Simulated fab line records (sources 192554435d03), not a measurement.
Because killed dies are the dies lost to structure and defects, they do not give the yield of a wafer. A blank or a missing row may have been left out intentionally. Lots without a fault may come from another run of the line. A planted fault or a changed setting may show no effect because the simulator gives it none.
Which tool is to blame? -- flow n5 finfet -- Sampling: 24 lots, 72 wafers, 6 of 1938 route steps

== WHAT THE GAUGES SHOWED, per wafer ==
N5_BEOL_M12_OVL_MEAS_29.
lot,measured,on,M12_OVL (nm)
L074,day 10 08:20,overlay-02,-1 -2 2
L076,day 10 18:58,overlay-01,11 8 4
L075,day 11 12:20,overlay-02,1 -8 -5
L077,day 11 20:07,overlay-01,4 4 0
L078,day 12 05:47,overlay-02,-5 -3 -7
L079,day 12 14:56,overlay-02,-3 2 -6
L080,day 12 20:30,overlay-02,0 -4 3
L083,day 13 03:44,overlay-02,-10 -12 -11
L081,day 13 13:37,overlay-01,5 11 5
L082,day 13 14:37,overlay-01,0 4 4
L084,day 13 21:59,overlay-02,-6 2 0
L085,day 14 08:20,overlay-02,-1 -5 0
L086,day 14 15:01,overlay-01,4 -1 -4
L089,day 14 15:13,overlay-01,-5 -11 -11
L087,day 14 18:12,overlay-02,5 0 -3
L088,day 14 23:27,overlay-02,-5 2 4
L090,day 15 04:13,overlay-02,-9 -6 -11
L092,day 15 09:19,overlay-02,3 -4 -2
L093,day 15 09:28,overlay-02,0 -3 -5
L091,day 15 18:11,overlay-01,2 4 -4
L094,day 16 13:41,overlay-02,-2 -1 -1
L095,day 16 15:30,overlay-02,-4 -11 -11
L097,day 17 06:26,overlay-01,1 -2 -2
L096,day 17 16:31,overlay-01,-4 -2 8

== WHICH TOOL RAN EACH LOT (tool, then ch and the chambers of the sampled wafers, then the start) ==
lot,N5_BEOL_M11_ETCH_41,N5_BEOL_M11_STRIP_77,N5_BEOL_M11_SURFACE_TREAT_76,N5_BEOL_M11_SPUTTER_48,N5_BEOL_M11_CMP_52
L074,"rie diel-06 ch 0,1,2, day 10 03:22 or earlier","rie diel-06 ch 0,1,2, day 10 03:22 or earlier","pvd sputter-02, day 10 03:22","pvd sputter-02, day 10 05:34","cmp-02 ch 0,1,2, day 10 06:14"
L076,"rie diel-05 ch 2,3, day 10 15:49 or earlier","rie diel-05 ch 2,3, day 10 15:49 or earlier","pvd sputter-02, day 10 15:49","pvd sputter-02, day 10 16:10","cmp-02 ch 0,1,2, day 10 16:44"
L075,"rie diel-06 ch 2,3, day 11 09:04 or earlier","rie diel-06 ch 2,3, day 11 09:04 or earlier","pvd sputter-02, day 11 09:04","pvd sputter-01, day 11 09:25","cmp-02 ch 0,3, day 11 10:13"
L077,"rie diel-05 ch 2,3, day 11 17:27 or earlier","rie diel-05 ch 2,3, day 11 17:27 or earlier","pvd sputter-03, day 11 17:27","pvd sputter-03, day 11 17:39","cmp-01 ch 0,2,3, day 11 18:22"
L078,"rie diel-03 ch 0,2,3, day 12 02:59 or earlier","rie diel-03 ch 0,2,3, day 12 02:59 or earlier","pvd sputter-02, day 12 02:59","pvd sputter-02, day 12 03:11","cmp-02 ch 1,2,3, day 12 03:47"
L079,"rie diel-05 ch 0,3, day 12 12:09 or earlier","rie diel-05 ch 0,3, day 12 12:09 or earlier","pvd sputter-01, day 12 12:09","pvd sputter-03, day 12 12:28","cmp-01 ch 0,3, day 12 13:01"
L080,"rie diel-05 ch 0,1,2, day 12 17:26 or earlier","rie diel-05 ch 0,1,2, day 12 17:26 or earlier","pvd sputter-02, day 12 17:26","pvd sputter-02, day 12 17:44","cmp-01 ch 2,3, day 12 18:24"
L083,"rie diel-03 ch 2,3, day 13 01:08 or earlier","rie diel-03 ch 2,3, day 13 01:08 or earlier","pvd sputter-01, day 13 01:08","pvd sputter-03, day 13 01:21","cmp-01 ch 1,2, day 13 01:52"
L081,"rie diel-03 ch 0,3, day 13 10:19 or earlier","rie diel-03 ch 0,3, day 13 10:19 or earlier","pvd sputter-02, day 13 10:19","pvd sputter-01, day 13 10:37","cmp-03 ch 1,2, day 13 11:36"
L082,"rie diel-05 ch 2,3, day 13 10:44 or earlier","rie diel-05 ch 2,3, day 13 10:44 or earlier","pvd sputter-01, day 13 10:44","pvd sputter-01, day 13 11:13","cmp-03 ch 1,3, day 13 12:27"
L084,"rie diel-05 ch 0,2,3, day 13 19:18 or earlier","rie diel-05 ch 0,2,3, day 13 19:18 or earlier","pvd sputter-02, day 13 19:18","pvd sputter-02, day 13 19:29","cmp-02 ch 0,1,2, day 13 20:00"
L085,"rie diel-06 ch 1,2,3, day 14 05:31 or earlier","rie diel-06 ch 1,2,3, day 14 05:31 or earlier","pvd sputter-02, day 14 05:31","pvd sputter-03, day 14 05:49","cmp-01 ch 1,2,3, day 14 06:20"
L086,"rie diel-06 ch 1,2, day 14 10:55 or earlier","rie diel-06 ch 1,2, day 14 10:55 or earlier","pvd sputter-02, day 14 10:55","pvd sputter-01, day 14 11:30","cmp-01 ch 0,1,2, day 14 13:05"
L089,"rie diel-03 ch 0,1,2, day 14 11:11 or earlier","rie diel-03 ch 0,1,2, day 14 11:11 or earlier","pvd sputter-03, day 14 11:11","pvd sputter-01, day 14 11:35","cmp-03 ch 1,3, day 14 13:06"
L087,"rie diel-06 ch 0,3, day 14 14:42 or earlier","rie diel-06 ch 0,3, day 14 14:42 or earlier","pvd sputter-01, day 14 14:42","pvd sputter-01, day 14 15:31","cmp-03 ch 0,2,3, day 14 16:13"
L088,"rie diel-06 ch 1,2,3, day 14 18:56 or earlier","rie diel-06 ch 1,2,3, day 14 18:56 or earlier","pvd sputter-02, day 14 18:56","pvd sputter-02, day 14 20:49","cmp-01 ch 0,1,3, day 14 21:30"
L090,"rie diel-03 ch 0,2,3, day 15 01:21 or earlier","rie diel-03 ch 0,2,3, day 15 01:21 or earlier","pvd sputter-02, day 15 01:21","pvd sputter-03, day 15 01:32","cmp-01 ch 1,2,3, day 15 02:16"
L092,"rie diel-06 ch 1,2, day 15 06:34 or earlier","rie diel-06 ch 1,2, day 15 06:34 or earlier","pvd sputter-02, day 15 06:34","pvd sputter-03, day 15 06:46","cmp-01 ch 1,2, day 15 07:22"
L093,"rie diel-05 ch 1,2,3, day 15 06:34 or earlier","rie diel-05 ch 1,2,3, day 15 06:34 or earlier","pvd sputter-03, day 15 06:34","pvd sputter-02, day 15 06:48","cmp-03 ch 0,2,3, day 15 07:29"
L091,"rie diel-06 ch 1,2,3, day 15 15:29 or earlier","rie diel-06 ch 1,2,3, day 15 15:29 or earlier","pvd sputter-01, day 15 15:29","pvd sputter-03, day 15 15:47","cmp-03 ch 0,1,3, day 15 16:19"
L094,"rie diel-03 ch 0,1,3, day 16 10:55 or earlier","rie diel-03 ch 0,1,3, day 16 10:55 or earlier","pvd sputter-03, day 16 10:55","pvd sputter-01, day 16 11:11","cmp-03 ch 0,1,2, day 16 11:43"
L095,"rie diel-06 ch 2,3, day 16 11:42 or earlier","rie diel-06 ch 2,3, day 16 11:42 or earlier","pvd sputter-01, day 16 11:42","pvd sputter-01, day 16 12:01","cmp-03 ch 2,3, day 16 13:31"
L097,"rie diel-06 ch 0,2,3, day 17 01:59 or earlier","rie diel-06 ch 0,2,3, day 17 01:59 or earlier","pvd sputter-03, day 17 01:59","pvd sputter-02, day 17 03:30","cmp-01 ch 0,2, day 17 04:04"
L096,"rie diel-06 ch 1,2,3, day 17 12:54 or earlier","rie diel-06 ch 1,2,3, day 17 12:54 or earlier","pvd sputter-03, day 17 12:54","pvd sputter-01, day 17 13:10","cmp-01 ch 0,3, day 17 14:38"
- N5_BEOL_M11_ETCH_41: etches SiCN in CH3F/O2, target depth 42.6 nm, time 86 s.
- N5_BEOL_M11_STRIP_77: strips in N2/H2, time 10 s.
- N5_BEOL_M11_SURFACE_TREAT_76
- N5_BEOL_M11_SPUTTER_48: material Cu, target thk 12 nm, time 2 s.
- N5_BEOL_M11_CMP_52: polishes, stops on SiCOH lowk, t overpolish 7 s, target thk 140 nm.

== WHAT THE TOOLS THEMSELVES READ (means of the sampled wafers that have a number; where no wafer has one, the mark that the record gives instead) ==
N5_BEOL_M11_ETCH_41.
lot,tool,drypump motor current A (A),oes product au (a.u.),rf vpp V (V),showerhead plenum p Torr (Torr),throttle valve pct (%)
L074,rie diel-06,5.7,0.80,298.4,2.04,16.37
L076,rie diel-05,5.7,0.79,297.7,2.01,16.47
L075,rie diel-06,5.4,0.89,297.0,1.98,16.28
L077,rie diel-05,5.5,0.77,297.3,2.01,16.32
L078,rie diel-03,5.8,0.77,297.9,2.00,16.28
L079,rie diel-05,5.2,0.72,297.1,2.00,16.33
L080,rie diel-05,5.2,0.77,297.1,1.97,16.49
L083,rie diel-03,5.6,0.70,297.4,2.04,16.34
L081,rie diel-03,5.9,0.82,296.8,1.97,16.25
L082,rie diel-05,5.5,0.75,297.1,2.00,16.33
L084,rie diel-05,5.4,0.73,297.5,1.99,16.51
L085,rie diel-06,5.5,0.84,297.8,2.02,16.29
L086,rie diel-06,5.8,0.79,298.5,2.04,16.37
L089,rie diel-03,5.7,0.77,297.2,2.01,16.15
L087,rie diel-06,5.3,0.76,296.9,1.96,16.53
L088,rie diel-06,5.6,0.84,298.2,2.02,16.30
L090,rie diel-03,5.8,0.74,296.6,2.00,16.31
L092,rie diel-06,5.8,0.78,297.7,2.04,16.38
L093,rie diel-05,5.4,0.77,297.1,1.98,16.36
L091,rie diel-06,5.6,0.82,298.2,2.02,16.32
L094,rie diel-03,5.6,0.77,296.8,1.98,16.34
L095,rie diel-06,5.4,0.83,296.9,1.96,16.37
L097,rie diel-06,5.4,0.84,296.6,1.97,16.35
L096,rie diel-06,5.5,0.80,297.6,2.02,16.35

N5_BEOL_M11_STRIP_77.
lot,tool,drypump motor current A (A),oes product au (a.u.),rf vpp V (V),showerhead plenum p Torr (Torr),throttle valve pct (%)
L074,rie diel-06,5.6,0.81,59.9,2.59,23.70
L076,rie diel-05,5.7,0.78,59.1,2.55,23.76
L075,rie diel-06,5.3,0.89,58.8,2.50,23.53
L077,rie diel-05,5.5,0.76,58.7,2.54,23.55
L078,rie diel-03,5.8,0.77,59.4,2.54,23.55
L079,rie diel-05,5.2,0.72,59.9,2.52,23.51
L080,rie diel-05,5.3,0.76,59.2,2.50,23.73
L083,rie diel-03,5.6,0.70,59.4,2.58,23.52
L081,rie diel-03,6.0,0.82,58.8,2.50,23.60
L082,rie diel-05,5.5,0.75,59.5,2.53,23.58
L084,rie diel-05,5.4,0.73,59.7,2.52,23.74
L085,rie diel-06,5.6,0.85,59.2,2.57,23.60
L086,rie diel-06,5.8,0.79,59.3,2.59,23.66
L089,rie diel-03,5.7,0.77,59.0,2.54,23.40
L087,rie diel-06,5.3,0.76,59.0,2.49,23.79
L088,rie diel-06,5.6,0.84,60.1,2.57,23.60
L090,rie diel-03,5.8,0.74,59.7,2.54,23.57
L092,rie diel-06,5.8,0.78,58.2,2.59,23.67
L093,rie diel-05,5.4,0.77,59.4,2.50,23.59
L091,rie diel-06,5.6,0.82,59.6,2.56,23.60
L094,rie diel-03,5.6,0.77,59.5,2.51,23.67
L095,rie diel-06,5.4,0.83,58.4,2.49,23.59
L097,rie diel-06,5.5,0.85,59.1,2.49,23.63
L096,rie diel-06,5.6,0.81,59.6,2.56,23.63

N5_BEOL_M11_SPUTTER_48.
lot,tool,chamber pressure pa (Pa),throttle valve pct (%)
L074,pvd sputter-02,0.13004,30.7
L076,pvd sputter-02,0.13008,30.9
L075,pvd sputter-01,0.13030,29.9
L077,pvd sputter-03,0.13018,30.1
L078,pvd sputter-02,0.12987,31.0
L079,pvd sputter-03,0.13005,29.4
L080,pvd sputter-02,0.12984,31.4
L083,pvd sputter-03,0.13005,30.3
L081,pvd sputter-01,0.12980,30.8
L082,pvd sputter-01,0.12971,29.2
L084,pvd sputter-02,0.13012,30.7
L085,pvd sputter-03,0.12996,29.3
L086,pvd sputter-01,0.12988,29.6
L089,pvd sputter-01,0.13010,29.8
L087,pvd sputter-01,0.12972,30.0
L088,pvd sputter-02,0.12999,31.0
L090,pvd sputter-03,0.12984,30.2
L092,pvd sputter-03,0.12983,30.5
L093,pvd sputter-02,0.12994,30.5
L091,pvd sputter-03,0.12993,30.5
L094,pvd sputter-01,0.13005,29.6
L095,pvd sputter-01,0.13024,30.8
L097,pvd sputter-02,0.12989,30.2
L096,pvd sputter-01,0.12989,31.0

N5_BEOL_M11_CMP_52.
lot,tool,barrier field endpoint s (s),motor current A (A),overpolish run s (s),time to endpoint s (s)
L074,cmp-02,29.4,5.5,7.001,70.6
L076,cmp-02,28.5,5.7,6.996,65.3
L075,cmp-02,29.0,5.1,6.999,66.5
L077,cmp-01,28.6,6.1,7.000,64.4
L078,cmp-02,30.5,5.7,6.999,69.9
L079,cmp-01,28.5,6.2,7.007,61.4
L080,cmp-01,28.5,5.4,6.995,62.5
L083,cmp-01,29.0,6.5,6.997,66.6
L081,cmp-03,28.7,6.0,6.993,64.6
L082,cmp-03,28.7,6.4,6.995,67.2
L084,cmp-02,29.4,5.6,7.013,67.1
L085,cmp-01,29.0,6.1,6.995,65.0
L086,cmp-01,29.0,6.6,7.002,63.4
L089,cmp-03,29.3,6.2,7.000,67.4
L087,cmp-03,29.5,6.2,6.998,66.6
L088,cmp-01,28.0,6.3,7.003,64.4
L090,cmp-01,28.9,5.9,7.004,64.4
L092,cmp-01,28.3,6.5,7.007,64.0
L093,cmp-03,29.1,6.1,6.994,67.1
L091,cmp-03,29.0,6.2,6.994,64.9
L094,cmp-03,29.8,5.9,6.997,64.7
L095,cmp-03,29.0,6.6,7.000,65.5
L097,cmp-01,29.3,6.5,7.005,62.2
L096,cmp-01,28.9,5.6,7.004,63.6

== THE ANSWER, worked out from the rows above alone ==
Rule: usual is defined by the lots themselves. Put in order of their means at a reading, lots are off if they are a third of the lots or fewer, leave a main group of 4 or more, and stand apart from it by a gap of 3 or more times the standard deviation of the main group's means; of several such gaps the widest counts. A main group is skipped when, at the precision printed for the reading in the tables above, its means are all equal. A lot without any number at a reading at which 4 lots or more have one is off too. Any other lot the step has rows for is counted as sound. First the gauges in route order, then the tools' own readings, where a lot's mean is used as printed above. The first step at which some lot is off is used, and at that step the reading that is off furthest; a lot without a number counts as furthest.
Nothing can be told from this: no lot is off at any reading shown.

== WHAT WAS PUT IN BY THE SIMULATOR ==
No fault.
